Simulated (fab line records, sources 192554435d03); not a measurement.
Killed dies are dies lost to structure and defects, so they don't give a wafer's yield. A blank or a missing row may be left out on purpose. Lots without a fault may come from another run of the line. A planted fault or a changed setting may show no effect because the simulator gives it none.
Chamber matching | flow n5_finfet | N5_BEOL_M12_DESCUM_33 on rie_diel-06: 4 sister chambers
The step chemistry O2, time 7.9 s. 4 wafers are shown with their chamber, then 7 later ones without.

WAFERS WITH THEIR CHAMBER
wafer  | chamber | drypump_motor_current_A (A)
L080.4 | 0       | 6.4
L082.2 | 3       | 6.7
L084.3 | 1       | 5.7
L084.4 | 2       | 5.1

WAFERS WITHOUT THEIR CHAMBER
wafer  | drypump_motor_current_A (A)
L084.5 | 5.1
L086.2 | 5.7
L086.3 | 6.8
L086.5 | 6.4
L090.3 | 5.7
L090.4 | 5.1
L090.5 | 5.1

WHICH CHAMBER EACH WENT THROUGH
wafer  | from the rows above | in truth
L084.5 | 2                   | 2
L086.2 | 1                   | 1
L086.3 | 3                   | 3
L086.5 | 0                   | 0
L090.3 | 1                   | 1
L090.4 | 2                   | 2
L090.5 | 2                   | 2
Placed correctly: 7 of 7. Can't be placed from these rows: 0. Placed wrongly: 0.
How it was worked out, from the rows above alone: a wafer's distance from a chamber is the root of the sum, over the readings, of the square of ((its reading less the chamber's mean) divided by the reading's scatter). The wafer belongs to the nearest chamber; if the next one is less than 2 further off, it can't be placed. A chamber's mean is the mean of its shown wafers. The scatter: with one shown wafer a chamber, the root of the mean of the squares of how far each hidden wafer lies from its nearest shown one.
